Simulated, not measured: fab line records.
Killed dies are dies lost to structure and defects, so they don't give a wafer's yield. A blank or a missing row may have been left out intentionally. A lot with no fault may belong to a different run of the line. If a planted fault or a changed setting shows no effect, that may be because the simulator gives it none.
fab line records	flow nand-harc
record: lots: 13	wafers: 39	last-day: 34
route steps=1302 shown THIN_TSV@1268 END@1302
lots with no fault: from the same line, run without faults
start-h: the number of hours between the record's first day and the start of the first shown wafer of the lot	wait-h: hours elapsed since this lot's preceding step	" same as the row above	L1.1+2: one row covering several wafers at once	- no value, or no start given	* or withheld: withheld	< > ~ a bound
route shown NAME@n: a module of which the file shows steps, and the number in the route of the first	usual: the fault-free wafers' mean and standard deviation	same: alike in all rows	chamber/n: place in a boat	sites: each site's reading	_std_site: standard deviation of those values	_edge_site: the outer-site mean with the inner-site mean subtracted	radius-mm: how far each site lies from the wafer's centre	mask NAME#n: copy n	behind: tool/chamber where the wafer was last shaped	hold: why the lot was held/for how many hours/how that ended	device: transistor that didn't switch, given as n, p or np	end of line: the tests these same wafers got at the end of their route	step lacking rows: just its recipe	killed: dies lost to structure and defects at the first sort, not the wafer's yield	map: a wafer's dies, marking killed ones x, the rest . and places with no die _
set.NAME: the setting the step ran with; set.NAME@STEP: the setting that earlier step ran with	model.NAME: the simulator's own value behind a step, which no gauge read
steps of the route over a sample of lots; a table a step, a row a wafer
services: when a tool's chamber went out of use (start-h, in hours from the record's first day, below 0 if earlier), for how many hours, and the reason
== steps ==
step: NHARC_THIN_TSV_ETCHBACK_48
recipe: target-depth-a: 10285	over-etch-frac: 0.3	time-s: 405.17	ion-energy-ev: 250	c4f8-flow-sccm: withheld	ar-flow-sccm: withheld	rf-w: 600	bias-w: 300	chemistry: C4F8/Ar
usual: oes-product-au: 0.935/0.029	rf-vpp-V: 547/3.4
lot.wafer	tool	chamber	start-h	wait-h	oes-product-au	rf-hours-counter-h	rf-vpp-V
L511.1	rie-diel-11	1	561.63	-	0.903	5.9	544
L511.3	"	2	"	"	0.939	5.9	549
L511.6	"	1	"	"	0.903	-	543
L514.2	rie-diel-06	1	574.79	-	0.934	4.6	545
L514.3	"	2	"	"	0.920	5.6	546
L514.1	"	3	"	"	0.931	5.1	543
L513.2	rie-diel-11	2	575.92	-	0.935	6.4	548
L513.3	"	0	"	"	0.919	6.3	550
L513.5	"	2	"	"	0.931	-	548
L517.3	rie-diel-06	1	618.38	-	0.914	6.8	546
L517.1	"	2	"	"	0.908	8.1	545
L517.6	"	0	"	"	0.905	-	551
L519.4	rie-diel-06	3	634.27	-	0.915	8.8	542
L519.2	"	0	"	"	0.898	8.5	551
L519.6	"	1	"	"	0.918	-	544
L518.2	rie-diel-06	1	635.78	-	0.925	8.9	546
L518.4	"	0	"	"	0.893	8.6	550
L518.5	"	1	"	"	0.923	-	546
L521.3	rie-diel-11	1	638.06	-	0.968	0.8	544
L521.6	"	1	"	"	0.965	-	544
L521.5	"	2	"	"	0.960	-	548
L523.1	rie-diel-11	0	658.67	-	0.953	1.9	550
L523.5	"	0	"	"	0.954	-	549
L523.6	"	1	"	"	0.970	-	545
L522.1	rie-diel-06	0	660.24	-	0.905	9.6	550
L522.6	"	1	"	"	0.927	-	545
L522.5	"	2	"	"	0.916	-	545
L524.1	rie-diel-02	1	670.44	-	1.018	1.7	542
L524.3	"	3	"	"	0.920	5.0	541
L524.6	"	0	"	"	0.910	-	542
L532.3	rie-diel-11	1	760.62	-	0.923	7.3	545
L532.2	"	3	"	"	0.939	7.1	553
L532.5	"	0	"	"	0.912	-	550
L533.1	rie-diel-11	2	768.46	-	0.918	8.0	547
L533.3	"	3	"	"	0.949	7.7	552
L533.2	"	0	"	"	0.918	7.6	549
L534.4	rie-diel-02	1	789.85	-	0.933	1.4	542
L534.2	"	0	"	"	0.914	1.3	543
L534.6	"	2	"	"	0.929	-	549
step: NHARC_THIN_TSV_ANNEAL_52
recipe: temp-c: 225	time-s: 90
usual: wafer_temp_C_max: 225.70/0.24
lot.wafer	tool	chamber	start-h	wait-h	wafer_temp_C_max
L511.1	rtp-anneal-01	0	563.35	0.6	225.78
L511.3	"	0	"	"	225.28
L511.6	"	0	"	"	225.73
L514.1	rtp-anneal-01	0	576.90	0.5	225.78
L514.2	"	0	"	"	225.97
L514.3	"	0	"	"	225.72
L513.2	rtp-anneal-01	0	577.81	0.7	225.49
L513.3	"	0	"	"	225.31
L513.5	"	0	"	"	225.86
L517.1	rtp-anneal-02	0	620.05	0.5	225.68
L517.3	"	0	"	"	225.60
L517.6	"	0	"	"	225.78
L519.2	rtp-anneal-01	0	636.01	0.6	225.55
L519.4	"	0	"	"	225.43
L519.6	"	0	"	"	225.42
L518.2	rtp-anneal-02	0	637.58	0.6	225.74
L518.4	"	0	"	"	225.59
L518.5	"	0	"	"	225.81
L521.3	rtp-anneal-02	0	639.88	0.4	225.92
L521.5	"	0	"	"	225.64
L521.6	"	0	"	"	225.80
L523.1	rtp-anneal-02	0	660.37	0.6	225.86
L523.5	"	0	"	"	225.64
L523.6	"	0	"	"	226.01
L522.1	rtp-anneal-01	0	661.86	0.5	225.45
L522.5	"	0	"	"	225.40
L522.6	"	0	"	"	225.29
L524.1	rtp-anneal-02	0	672.11	0.5	226.15
L524.3	"	0	"	"	225.41
L524.6	"	0	"	"	225.39
L532.2	rtp-anneal-02	0	762.35	0.7	226.00
L532.3	"	0	"	"	226.01
L532.5	"	0	"	"	226.05
L533.1	rtp-anneal-02	0	770.18	0.6	225.72
L533.2	"	0	"	"	225.77
L533.3	"	0	"	"	225.67
L534.2	rtp-anneal-02	0	791.61	0.6	226.02
L534.4	"	0	"	"	226.00
L534.6	"	0	"	"	225.86
step: NHARC_THIN_TSV_PVD_24
recipe: target-thk-a: 8000	power-w: withheld	chamber-pressure-pa: withheld	substrate-temp-c: withheld	time-s: withheld	gas: Ar	material: Al
lot.wafer	tool	chamber	start-h	wait-h
L511.1+3+6	pvd-sputter-02	-	564.45	0.1
L514.3+2+1	pvd-sputter-01	-	578.00	0.1
L513.2+3+5	pvd-sputter-03	-	578.86	0.1
L517.3+1+6	pvd-sputter-01	-	621.15	0.1
L519.4+2+6	pvd-sputter-03	-	637.17	0.2
L518.4+2+5	pvd-sputter-03	-	638.63	0.1
L521.3+5+6	pvd-sputter-01	-	640.89	0.1
L523.1+6+5	pvd-sputter-01	-	661.53	0.2
L522.1+5+6	pvd-sputter-01	-	662.96	0.1
L524.1+3+6	pvd-sputter-03	-	673.33	0.2
L532.3+2+5	pvd-sputter-03	-	763.46	0.1
L533.2+3+1	pvd-sputter-01	-	771.34	0.1
L534.2+4+6	pvd-sputter-01	-	792.72	0.2
step: NHARC_THIN_TSV_CD_MEAS_37
usual: cd-nm: 4999/4
lot.wafer	tool	chamber	start-h	wait-h	cd-nm
L511.1	cd-sem-02	-	566.74	-	5005
L511.3	"	-	"	"	5003
L511.6	"	-	"	"	4997
L514.1	cd-sem-02	-	580.28	-	4997
L514.2	"	-	"	"	5003
L514.3	"	-	"	"	4997
L513.2	cd-sem-01	-	581.15	-	4997
L513.3	"	-	"	"	5002
L513.5	"	-	"	"	4994
L517.1	cd-sem-01	-	623.44	-	4996
L517.3	"	-	"	"	5001
L517.6	"	-	"	"	4993
L519.2	cd-sem-02	-	639.37	-	4999
L519.4	"	-	"	"	5002
L519.6	"	-	"	"	5003
L518.2	cd-sem-02	-	640.94	-	4997
L518.4	"	-	"	"	5002
L518.5	"	-	"	"	5002
L521.3	cd-sem-02	-	643.06	-	4998
L521.5	"	-	"	"	4996
L521.6	"	-	"	"	5000
L523.1	cd-sem-01	-	663.64	-	5001
L523.5	"	-	"	"	5006
L523.6	"	-	"	"	5004
L522.1	cd-sem-01	-	665.12	-	4998
L522.5	"	-	"	"	5002
L522.6	"	-	"	"	5002
L524.1	cd-sem-02	-	675.52	-	5011
L524.3	"	-	"	"	5001
L524.6	"	-	"	"	5001
L532.2	cd-sem-02	-	765.65	-	4998
L532.3	"	-	"	"	4999
L532.5	"	-	"	"	4997
L533.1	cd-sem-03	-	773.57	-	4998
L533.2	"	-	"	"	5001
L533.3	"	-	"	"	4998
L534.2	cd-sem-03	-	794.83	-	4995
L534.4	"	-	"	"	4994
L534.6	"	-	"	"	5001
step: NHARC_END_SORT_01
recipe: temp-c: 25
usual: defect-limited-yield: 91.4/2.4	killed-at-array: 54/17	killed-at-other: 0.7/1	killed-at-periphery: 3.7/2.9	killed-dies: 58/16	killed-open: 3.2/1.9	killed-short: 2.2/1.5	sort_bin_2_pct: 3.1/1.1	sort_bin_3_pct: 0.6/0.33	sort_bin_4_pct: 4.9/1.4	sort-n-pass: 619/16	sort-rim-yield-pct: 94/3.8	sort-yield-pct: 91.4/2.4
same: gross-dies: 677	sort_bin_5_pct[%]: 0	sort_bin_6_pct[%]: 0	sort_bin_7_pct[%]: 0	sort_bin_8_pct[%]: 0	sort-rim-n-gross: 106.00
lot.wafer	tool	chamber	start-h	wait-h	defect-limited-yield[%]	killed-at-array	killed-at-other	killed-at-periphery	killed-dies	killed-open	killed-short	sort_bin_2_pct[%]	sort_bin_3_pct[%]	sort_bin_4_pct[%]	sort-n-pass	sort-rim-yield-pct[%]	sort-yield-pct[%]
L511.1	prober-02	0	573.14	2.5	86.7	88	0	2	90	5	3	5.3	0.9	7.1	587	98	86.7
L511.3	prober-02	0	574.72	3.1	87.9	79	0	3	82	1	3	4.9	0.9	6.4	595	90	87.9
L511.6	prober-02	0	577.09	3.9	86.6	90	0	1	91	3	1	4.1	0.6	8.7	586	96	86.6
L514.1	prober-02	0	587.94	2.5	86.1	91	1	2	94	0	3	5.6	0.7	7.5	583	92	86.1
L514.2	prober-02	0	588.75	2.8	85.8	89	0	7	96	6	2	5.8	1.2	7.2	581	95	85.8
L514.3	prober-02	0	589.55	3.1	88.0	78	0	3	81	3	3	3.7	0.7	7.5	596	89	88.0
L513.2	prober-01	0	588.76	2.8	92.8	49	0	0	49	2	3	2.2	0.9	4.1	628	93	92.8
L513.3	prober-01	0	589.55	3.1	91.4	53	1	4	58	2	1	2.4	0.7	5.5	619	98	91.4
L513.5	prober-01	0	591.13	3.7	91.1	55	1	4	60	5	0	3.2	0.9	4.7	617	93	91.1
L517.1	prober-01	0	631.18	2.5	91.6	52	2	3	57	2	2	2.4	0.7	5.3	620	97	91.6
L517.3	prober-01	0	632.75	3.1	91.7	54	1	1	56	2	2	3.1	0.1	5.0	621	93	91.7
L517.6	prober-01	0	635.12	3.9	91.4	55	0	3	58	3	2	3.2	0.7	4.6	619	97	91.4
L519.2	prober-01	0	646.34	2.8	90.0	63	0	5	68	5	3	3.5	0.3	6.2	609	98	90.0
L519.4	prober-01	0	647.92	3.4	91.7	55	0	1	56	4	1	2.5	0.1	5.6	621	92	91.7
L519.6	prober-01	0	649.51	4.0	90.8	57	1	4	62	2	2	4.3	0.3	4.6	615	91	90.8
L518.2	prober-01	0	654.08	2.8	92.2	52	0	1	53	3	3	2.7	0.7	4.4	624	99	92.2
L518.4	prober-01	0	655.68	3.4	92.6	49	0	1	50	2	3	2.5	0.6	4.3	627	98	92.6
L518.5	prober-01	0	656.48	3.7	92.3	50	1	1	52	5	3	3.1	0.7	3.8	625	97	92.3
L521.3	prober-02	0	654.92	3.1	90.8	61	1	0	62	4	1	3.7	0.4	5.0	615	99	90.8
L521.5	prober-02	0	656.50	3.7	90.0	65	0	3	68	4	4	3.5	0.3	6.2	609	94	90.0
L521.6	prober-02	0	657.29	3.9	89.7	70	0	0	70	4	2	3.2	0.4	6.6	607	92	89.7
L522.1	prober-01	0	671.21	2.5	92.0	51	0	3	54	7	1	1.9	0.6	5.5	623	98	92.0
L522.5	prober-01	0	674.40	3.7	92.6	45	0	5	50	0	2	3.5	0.7	3.1	627	99	92.6
L522.6	prober-01	0	675.20	4.0	0	43	628	6	677	1	3	2.2	93.4	4.4	0	0	0
L523.1	prober-02	0	671.22	2.5	95.9	24	1	3	28	1	5	1.3	0.6	2.2	649	92	95.9
L523.5	prober-02	0	674.43	3.7	94.8	26	5	4	35	2	1	1.2	0.4	3.5	642	95	94.8
L523.6	prober-02	0	675.24	4.0	0	18	654	5	677	4	3	1.5	96.6	1.9	0	0	0
L524.1	prober-01	0	683.27	2.5	91.1	49	0	11	60	1	4	3.8	0.3	4.7	617	93	91.1
L524.3	prober-01	0	684.87	3.1	91.9	42	0	13	55	3	2	2.8	0.9	4.4	622	95	91.9
L524.6	prober-01	0	687.27	4.0	92.2	45	0	8	53	3	4	2.5	0.3	5.0	624	95	92.2
L532.2	prober-01	0	774.00	2.8	91.6	54	2	1	57	3	4	3.1	0.1	5.2	620	97	91.6
L532.3	prober-01	0	774.80	3.1	93.8	37	0	5	42	7	3	2.4	0.4	3.4	635	92	93.8
L532.5	prober-01	0	776.39	3.7	93.8	40	1	1	42	4	1	2.2	0.4	3.5	635	97	93.8
L533.1	prober-02	0	781.20	2.5	91.6	51	2	4	57	2	4	3.4	0.9	4.1	620	98	91.6
L533.2	prober-02	0	782.00	2.8	95.3	28	0	4	32	3	1	1.9	0.7	2.1	645	88	95.3
L533.3	prober-02	0	782.80	3.1	90.8	54	3	5	62	3	3	3.0	0.9	5.3	615	97	90.8
L534.2	prober-01	0	806.49	2.8	90.5	61	0	3	64	4	3	3.2	0.9	5.3	613	89	90.5
L534.4	prober-01	0	808.11	3.5	89.8	66	1	2	69	7	4	3.7	0.7	5.8	608	88	89.8
L534.6	prober-01	0	809.74	4.1	93.4	36	2	7	45	8	2	2.7	0.6	3.4	632	89	93.4
killed by level:class
L511.1 A_CHANNEL_HOLE_D1:chamber-film-flake=29 A_CHANNEL_HOLE_D2:chamber-film-flake=25 A_SLIT:chamber-film-flake=19 A_CHANNEL_FILL_D1:chamber-film-flake=2 A_SGD_CUT:chamber-film-flake=2 A_ONON_D1:geometric-particle:short=1 A_CHANNEL_FILL_D1:geometric-particle:open=1 A_CHANNEL_FILL_D1:geometric-particle:short=1
L511.3 A_CHANNEL_HOLE_D1:chamber-film-flake=31 A_CHANNEL_HOLE_D2:chamber-film-flake=20 A_SLIT:chamber-film-flake=11 A_CONTACT:chamber-film-flake=5 A_CHANNEL_FILL_D1:chamber-film-flake=3 A_ONON_D2:geometric-particle:short=2 P_BONDPAD:chamber-film-flake=2 A_SGD_CUT:chamber-film-flake=2
L511.6 A_CHANNEL_HOLE_D2:chamber-film-flake=31 A_CHANNEL_HOLE_D1:chamber-film-flake=28 A_SLIT:chamber-film-flake=19 A_CONTACT:chamber-film-flake=4 A_SGD_CUT:chamber-film-flake=3 A_CHANNEL_FILL_D1:geometric-particle:open=1 A_WL_FILL:geometric-particle:short=1 A_BLC:geometric-particle:open=1
L514.1 A_CHANNEL_HOLE_D1:chamber-film-flake=36 A_CHANNEL_HOLE_D2:chamber-film-flake=34 A_SLIT:chamber-film-flake=16 A_CONTACT:chamber-film-flake=4 P_CONTACT:geometric-particle:short=1 P_M2:geometric-particle:short=1 A_M0:geometric-particle:short=1 THIN_TSV:chamber-film-flake=1
L514.2 A_CHANNEL_HOLE_D2:chamber-film-flake=30 A_CHANNEL_HOLE_D1:chamber-film-flake=25 A_SLIT:chamber-film-flake=23 A_CONTACT:chamber-film-flake=6 P_M1:chamber-film-flake=3 P_GATE:geometric-particle:open=1 P_CONTACT:geometric-particle:short=1 P_M1:geometric-particle:open=1
L513.2 A_CHANNEL_HOLE_D1:chamber-film-flake=29 A_CHANNEL_HOLE_D2:chamber-film-flake=5 A_M1:chamber-film-flake=5 A_CONTACT:chamber-film-flake=3 A_SOURCE_PLATE:geometric-particle:short=1 A_CHANNEL_FILL_D1:geometric-particle:short=1 A_CHANNEL_FILL_D1:geometric-particle:open=1 A_CHANNEL_HOLE_D2:geometric-particle:open=1
L513.3 A_CHANNEL_HOLE_D1:chamber-film-flake=37 A_CHANNEL_HOLE_D2:chamber-film-flake=8 A_CONTACT:chamber-film-flake=3 A_M1:chamber-film-flake=2 P_M0:geometric-particle:short=1 P_M1:geometric-particle:open=1 A_DECK1_JOINT:geometric-particle:open=1 P_STI:chamber-film-flake=1
L514.3 A_CHANNEL_HOLE_D1:chamber-film-flake=30 A_CHANNEL_HOLE_D2:chamber-film-flake=21 A_SLIT:chamber-film-flake=16 A_CONTACT:chamber-film-flake=3 A_CHANNEL_FILL_D1:geometric-particle:short=2 P_GATE:chamber-film-flake=2 A_STAIRCASE:chamber-film-flake=2 P_M1:geometric-particle:open=1
L513.5 A_CHANNEL_HOLE_D1:chamber-film-flake=39 A_CHANNEL_HOLE_D2:chamber-film-flake=5 A_CONTACT:chamber-film-flake=4 A_M0:geometric-particle:open=2 P_STI:chamber-film-flake=2 P_CONTACT:geometric-particle:open=1 A_DECK1_JOINT:geometric-particle:open=1 A_SGD_CUT:geometric-particle:open=1
L517.1 A_SLIT:chamber-film-flake=28 A_CHANNEL_HOLE_D2:chamber-film-flake=10 A_CONTACT:chamber-film-flake=4 A_WL_FILL:chamber-film-flake=3 A_CHANNEL_HOLE_D1:chamber-film-flake=2 THIN_TSV:chamber-film-flake=2 P_CONTACT:geometric-particle:short=1 P_M0:geometric-particle:short=1
L517.3 A_SLIT:chamber-film-flake=28 A_CHANNEL_HOLE_D2:chamber-film-flake=8 A_WL_FILL:chamber-film-flake=5 A_CHANNEL_HOLE_D1:chamber-film-flake=4 A_CONTACT:chamber-film-flake=3 A_ONON_D2:geometric-particle:short=1 A_WL_FILL:geometric-particle:open=1 A_WL_FILL:geometric-particle:short=1
L517.6 A_SLIT:chamber-film-flake=31 A_CHANNEL_HOLE_D2:chamber-film-flake=6 A_CHANNEL_HOLE_D1:chamber-film-flake=4 A_WL_FILL:chamber-film-flake=3 A_CONTACT:chamber-film-flake=3 P_STI:chamber-film-flake=2 A_STAIRCASE:chamber-film-flake=2 A_CHANNEL_FILL_D1:geometric-particle:open=1
L519.2 A_CHANNEL_HOLE_D1:chamber-film-flake=30 A_CHANNEL_HOLE_D2:chamber-film-flake=16 A_CONTACT:chamber-film-flake=6 A_SLIT:chamber-film-flake=3 A_CHANNEL_FILL_D2:geometric-particle:open=2 P_ZERO_WELL:chamber-film-flake=2 P_STI:geometric-particle:open=1 P_GATE:geometric-particle:open=1
L519.4 A_CHANNEL_HOLE_D1:chamber-film-flake=30 A_CHANNEL_HOLE_D2:chamber-film-flake=10 A_CONTACT:chamber-film-flake=6 A_STAIRCASE:chamber-film-flake=2 A_WL_FILL:chamber-film-flake=2 P_M1:geometric-particle:open=1 A_ONON_D2:geometric-particle:short=1 A_CHANNEL_FILL_D2:geometric-particle:open=1
L519.6 A_CHANNEL_HOLE_D1:chamber-film-flake=35 A_CHANNEL_HOLE_D2:chamber-film-flake=7 A_CONTACT:chamber-film-flake=5 A_WL_FILL:chamber-film-flake=4 P_ZERO_WELL:chamber-film-flake=2 A_SLIT:chamber-film-flake=2 P_GATE:geometric-particle:open=1 A_CHANNEL_HOLE_D1:geometric-particle:short=1
L518.2 A_CHANNEL_HOLE_D2:chamber-film-flake=38 A_CHANNEL_HOLE_D1:chamber-film-flake=4 A_CHANNEL_FILL_D2:chamber-film-flake=2 A_CONTACT:chamber-film-flake=2 P_CONTACT:geometric-particle:open=1 A_CHANNEL_HOLE_D1:geometric-particle:short=1 A_CHANNEL_FILL_D1:geometric-particle:open=1 A_CHANNEL_HOLE_D2:geometric-particle:short=1
L521.3 A_CHANNEL_HOLE_D1:chamber-film-flake=35 A_CHANNEL_HOLE_D2:chamber-film-flake=14 A_CONTACT:chamber-film-flake=3 A_CHANNEL_FILL_D2:chamber-film-flake=2 A_BLC:chamber-film-flake=2 A_ONON_D2:geometric-particle:open=1 A_CHANNEL_FILL_D2:geometric-particle:open=1 A_CHANNEL_FILL_D2:geometric-particle:short=1
L518.4 A_CHANNEL_HOLE_D2:chamber-film-flake=32 A_CHANNEL_HOLE_D1:chamber-film-flake=3 A_SLIT:chamber-film-flake=3 A_BLC:geometric-particle:open=2 A_CHANNEL_FILL_D1:chamber-film-flake=2 A_CONTACT:chamber-film-flake=2 A_ONON_D1:geometric-particle:short=1 A_CHANNEL_FILL_D1:geometric-particle:short=1
L518.5 A_CHANNEL_HOLE_D2:chamber-film-flake=34 A_CHANNEL_HOLE_D1:chamber-film-flake=5 A_ONON_D1:geometric-particle:short=2 A_CONTACT:chamber-film-flake=2 P_STI:geometric-particle:open=1 A_ONON_D1:geometric-particle:open=1 A_CHANNEL_FILL_D1:geometric-particle:open=1 A_ONON_D2:geometric-particle:open=1
L521.5 A_CHANNEL_HOLE_D1:chamber-film-flake=33 A_CHANNEL_HOLE_D2:chamber-film-flake=10 A_CONTACT:chamber-film-flake=7 A_M0:geometric-particle:short=2 A_CHANNEL_FILL_D2:chamber-film-flake=2 A_STAIRCASE:chamber-film-flake=2 A_BLC:chamber-film-flake=2 P_BONDPAD:geometric-particle:open=1
L521.6 A_CHANNEL_HOLE_D1:chamber-film-flake=34 A_CONTACT:chamber-film-flake=8 A_CHANNEL_HOLE_D2:chamber-film-flake=8 A_BLC:chamber-film-flake=7 A_ZERO_WELL:chamber-film-flake=2 A_CHANNEL_FILL_D2:chamber-film-flake=2 A_STAIRCASE:chamber-film-flake=2 A_CHANNEL_HOLE_D1:geometric-particle:open=1
L522.1 A_CHANNEL_HOLE_D1:chamber-film-flake=36 A_CONTACT:chamber-film-flake=3 A_WL_FILL:geometric-particle:open=2 P_GATE:chamber-film-flake=2 A_STAIRCASE:chamber-film-flake=2 P_M2:geometric-particle:open=1 A_CHANNEL_FILL_D2:geometric-particle:open=1 A_SGD_CUT:geometric-particle:open=1
L523.1 A_CHANNEL_HOLE_D1:chamber-film-flake=9 A_M1:chamber-film-flake=3 A_DECK1_JOINT:geometric-particle:short=2 A_DECK1_JOINT:chamber-film-flake=2 A_CHANNEL_FILL_D2:chamber-film-flake=2 A_STAIRCASE:chamber-film-flake=2 P_M2:geometric-particle:short=1 A_CHANNEL_FILL_D1:geometric-particle:short=1
L522.5 A_CHANNEL_HOLE_D1:chamber-film-flake=37 P_GATE:chamber-film-flake=5 A_CONTACT:chamber-film-flake=2 A_CHANNEL_FILL_D1:geometric-particle:short=1 A_CHANNEL_FILL_D2:geometric-particle:short=1 A_ZERO_WELL:chamber-film-flake=1 A_STAIRCASE:chamber-film-flake=1 A_WL_FILL:chamber-film-flake=1
L523.5 A_CHANNEL_HOLE_D1:chamber-film-flake=6 THIN_TSV:chamber-film-flake=5 A_CHANNEL_FILL_D2:chamber-film-flake=4 A_WL_FILL:chamber-film-flake=4 A_M1:chamber-film-flake=3 P_GATE:chamber-film-flake=2 A_STAIRCASE:chamber-film-flake=2 A_SLIT:chamber-film-flake=2
L522.6 THIN_TSV:area-pvd=628 A_CHANNEL_HOLE_D1:chamber-film-flake=31 P_GATE:chamber-film-flake=5 A_STAIRCASE:chamber-film-flake=3 A_CHANNEL_FILL_D2:chamber-film-flake=2 A_SLIT:chamber-film-flake=2 P_M0:geometric-particle:open=1 A_CHANNEL_FILL_D1:geometric-particle:short=1
L523.6 THIN_TSV:area-pvd=651 A_SLIT:chamber-film-flake=4 A_M1:chamber-film-flake=4 THIN_TSV:chamber-film-flake=3 A_CHANNEL_HOLE_D1:chamber-film-flake=2 A_WL_FILL:chamber-film-flake=2 P_CONTACT:geometric-particle:short=1 P_M0:geometric-particle:open=1
L524.1 A_CHANNEL_HOLE_D2:chamber-film-flake=25 A_CONTACT:chamber-film-flake=6 P_GATE:chamber-film-flake=4 A_CHANNEL_HOLE_D1:chamber-film-flake=4 A_STAIRCASE:chamber-film-flake=4 P_M1:chamber-film-flake=3 P_STI:chamber-film-flake=2 A_SLIT:chamber-film-flake=2
L524.3 A_CHANNEL_HOLE_D2:chamber-film-flake=14 A_CHANNEL_HOLE_D1:chamber-film-flake=9 A_STAIRCASE:chamber-film-flake=6 P_M1:chamber-film-flake=4 A_CONTACT:chamber-film-flake=4 P_GATE:chamber-film-flake=3 P_ZERO_WELL:chamber-film-flake=2 A_SLIT:chamber-film-flake=2
L524.6 A_CHANNEL_HOLE_D2:chamber-film-flake=13 A_STAIRCASE:chamber-film-flake=9 A_CHANNEL_HOLE_D1:chamber-film-flake=5 A_CONTACT:chamber-film-flake=5 A_SLIT:chamber-film-flake=3 A_M1:chamber-film-flake=3 A_WL_FILL:geometric-particle:short=2 P_GATE:chamber-film-flake=2
L532.2 A_CHANNEL_HOLE_D2:chamber-film-flake=33 A_SLIT:chamber-film-flake=6 A_CHANNEL_HOLE_D1:chamber-film-flake=3 A_CONTACT:chamber-film-flake=3 A_WL_FILL:geometric-particle:short=2 A_CHANNEL_HOLE_D1:unspecified=2 THIN_TSV:chamber-film-flake=2 A_CHANNEL_HOLE_D1:geometric-particle:open=1
L532.3 A_CHANNEL_HOLE_D2:chamber-film-flake=16 A_SLIT:chamber-film-flake=7 A_DECK1_JOINT:geometric-particle:short=2 P_GATE:chamber-film-flake=2 A_SGD_CUT:chamber-film-flake=2 A_CONTACT:chamber-film-flake=2 P_CONTACT:geometric-particle:open=1 P_M0:geometric-particle:open=1
L532.5 A_CHANNEL_HOLE_D2:chamber-film-flake=22 A_SLIT:chamber-film-flake=6 A_CHANNEL_HOLE_D1:chamber-film-flake=2 A_CONTACT:chamber-film-flake=2 A_CHANNEL_FILL_D1:geometric-particle:open=1 A_CHANNEL_HOLE_D1:geometric-particle:open=1 A_DECK1_JOINT:geometric-particle:open=1 A_WL_FILL:geometric-particle:short=1
L533.1 A_SLIT:chamber-film-flake=29 A_CHANNEL_HOLE_D1:chamber-film-flake=13 P_STI:chamber-film-flake=3 A_CONTACT:chamber-film-flake=3 P_M2:geometric-particle:short=1 A_CHANNEL_FILL_D1:geometric-particle:open=1 A_ONON_D2:geometric-particle:short=1 A_CHANNEL_FILL_D2:geometric-particle:short=1
L533.2 A_SLIT:chamber-film-flake=12 A_CHANNEL_HOLE_D1:chamber-film-flake=6 P_STI:chamber-film-flake=4 A_WL_FILL:chamber-film-flake=2 A_STAIRCASE:chamber-film-flake=2 A_CHANNEL_FILL_D1:geometric-particle:open=1 A_ONON_D2:geometric-particle:open=1 A_CHANNEL_FILL_D2:geometric-particle:open=1
L533.3 A_SLIT:chamber-film-flake=34 A_CHANNEL_HOLE_D1:chamber-film-flake=13 THIN_TSV:chamber-film-flake=3 P_CONTACT:geometric-particle:open=2 P_STI:chamber-film-flake=2 A_CONTACT:chamber-film-flake=2 P_GATE:geometric-particle:short=1 A_ONON_D1:geometric-particle:short=1
L534.2 A_SLIT:chamber-film-flake=33 A_CHANNEL_HOLE_D2:chamber-film-flake=12 A_CONTACT:chamber-film-flake=6 A_WL_FILL:geometric-particle:open=2 A_WL_FILL:chamber-film-flake=2 P_CONTACT:geometric-particle:open=1 A_ONON_D1:geometric-particle:short=1 A_ONON_D2:geometric-particle:short=1
L534.4 A_SLIT:chamber-film-flake=30 A_CHANNEL_HOLE_D2:chamber-film-flake=16 A_CONTACT:chamber-film-flake=5 A_M0:geometric-particle:open=3 A_CHANNEL_FILL_D2:geometric-particle:short=2 A_CONTACT:geometric-particle:open=2 A_CHANNEL_FILL_D1:chamber-film-flake=2 A_ONON_D1:geometric-particle:short=1
L534.6 A_SLIT:chamber-film-flake=16 A_CHANNEL_HOLE_D2:chamber-film-flake=8 A_CONTACT:chamber-film-flake=5 P_CONTACT:geometric-particle:open=2 A_CHANNEL_FILL_D2:geometric-particle:open=2 P_GATE:geometric-particle:open=1 P_M0:geometric-particle:short=1 A_DECK1_JOINT:geometric-particle:open=1
== services ==
tool	chamber	start-h	hours	kind
rie-diel-11	0	539.50	-	clean
rie-diel-11	1	539.50	-	clean
rie-diel-11	2	539.50	-	clean
rie-diel-11	3	539.50	-	clean
rie-diel-06	0	542.83	3.4	repair
rie-diel-11	0	550.18	3.1	repair
rie-diel-02	-	578.03	9.0	pm
pvd-sputter-01	-	582.03	10.0	pm
rie-diel-11	-	609.50	9.0	pm
rie-diel-02	-	611.10	0.6	repair
rie-diel-02	1	623.04	37.6	repair
pvd-sputter-02	-	638.03	10.0	pm
rie-diel-02	3	642.82	1.3	repair
rie-diel-06	0	644.54	3.6	repair
pvd-sputter-03	-	648.51	1.1	repair
rie-diel-06	2	651.90	5.8	repair
rie-diel-06	-	661.67	9.0	pm
pvd-sputter-03	-	704.00	10.0	pm
rie-diel-02	1	706.81	16.0	repair
rtp-anneal-02	-	744.00	12.0	pm
rie-diel-02	-	755.03	9.0	pm
pvd-sputter-01	-	760.03	10.0	pm
rie-diel-11	2	776.00	18.3	repair
rie-diel-11	-	786.50	9.0	pm
== key ==
first-sign: step: NHARC_END_SORT_01	reading: killed-at-other	direction: up	sigmas: 99+	usual: 0.7	struck: 641
effect: step: NHARC_END_SORT_01	reading: sort_bin_3_pct	direction: up	sigmas: 99+	usual: 0.6	struck: 95.0
more-kills-born-at: NHARC_THIN_TSV_PVD_24@pvd-sputter-01: 1279
met-at NHARC_THIN_TSV_PVD_24
struck-lots L522,L523
struck-wafers L522.6,L523.6
later-rows-left-out L522.6,L523.6
not-acting-at NHARC_THIN_TSV_ETCHBACK_48,NHARC_THIN_TSV_ANNEAL_52,NHARC_THIN_TSV_CD_MEAS_37
onset-between 640.89 661.53
fault: kind: process-parameter-drift	tool: pvd-sputter-01	chamber: -	onset-h: 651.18	steps: NHARC_THIN_TSV_PVD_24	channel: target-thk-a	offset: *	shape: step	end-h: 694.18	scope: struck-wafers-only	acts-in: *	stated: *
later-rows-left-out: the simulator's readings of these wafers behind a module that went badly wrong aren't trusted and aren't shown, but for the sort
